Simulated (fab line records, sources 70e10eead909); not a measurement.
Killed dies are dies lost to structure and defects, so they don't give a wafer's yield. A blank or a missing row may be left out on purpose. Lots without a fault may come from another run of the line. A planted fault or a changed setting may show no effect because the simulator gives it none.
Chamber matching | flow nand_harc | NHARC_A_CONTACT_ETCH_76 on rie_diel-03: 4 sister chambers
The step etches the open film in N2/H2, target depth 260 nm, time 475.3 s. 14 wafers are shown with their chamber, then 7 later ones without.

WAFERS WITH THEIR CHAMBER
wafer  | chamber | drypump_motor_current_A (A) | showerhead_plenum_p_Torr (Torr) | rf_vpp_V (V)
L257.2 | 1       | 6.1                         | 2.13                            | 433.3
L257.3 | 2       | 5.9                         | 1.99                            | 429.8
L257.5 | 3       | 6.5                         | 2.11                            | 430.8
L269.1 | 0       | 5.3                         | 2.05                            | 430.2
L269.3 | 1       | 6.2                         | 2.12                            | 433.0
L269.5 | 1       | 6.2                         | 2.12                            | 434.2
L270.1 | 2       | 5.9                         | 1.98                            | 427.2
L270.2 | 1       | 6.2                         | 2.12                            | 432.0
L270.5 | 3       | 6.5                         | 2.11                            | 433.1
L273.1 | 1       | 6.2                         | 2.12                            | 432.4
L273.3 | 2       | 5.9                         | 1.98                            | 428.4
L273.6 | 2       | 5.9                         | 1.98                            | 428.1
L278.1 | 3       | 6.5                         | 2.10                            | 430.8
L278.2 | 0       | 5.3                         | 2.05                            | 429.7

SIGNATURES (means of the wafers above)
reading                  | chamber 0 | chamber 1 | chamber 2 | chamber 3 | scatter within a chamber
drypump_motor_current_A  | 5.300     | 6.180     | 5.900     | 6.500     | 0.0283
showerhead_plenum_p_Torr | 2.0500    | 2.1220    | 1.9825    | 2.1067    | 0.00471
rf_vpp_V                 | 429.950   | 432.980   | 428.375   | 431.567   | 1
Rule: a wafer's distance from a chamber is the root of the sum, over the readings, of the square of ((its reading less the chamber's mean) divided by the reading's scatter). The wafer belongs to the nearest chamber; if the next one is less than 2 further off, it can't be placed. The scatter: the root of (the sum of the squares of (reading less its chamber's mean) over the shown wafers, divided by (wafers less chambers)).

WAFERS WITHOUT THEIR CHAMBER
wafer  | drypump_motor_current_A (A) | showerhead_plenum_p_Torr (Torr) | rf_vpp_V (V)
L278.3 | 6.1                         | 2.12                            | 433.3
L275.3 | 6.5                         | 2.10                            | 432.4
L275.4 | 5.3                         | 2.05                            | 429.1
L275.6 | 5.9                         | 1.98                            | 427.9
L277.2 | 6.1                         | 2.12                            | 433.0
L277.5 | 6.5                         | 2.10                            | 432.5
L277.6 | 5.3                         | 2.05                            | 432.0

WHICH CHAMBER EACH WENT THROUGH
wafer  | from the rows above | in truth
L278.3 | 1                   | 1
L275.3 | 3                   | 3
L275.4 | 0                   | 0
L275.6 | 2                   | 2
L277.2 | 1                   | 1
L277.5 | 3                   | 3
L277.6 | 0                   | 0
Placed correctly: 7 of 7. Can't be placed from these rows: 0. Placed wrongly: 0.
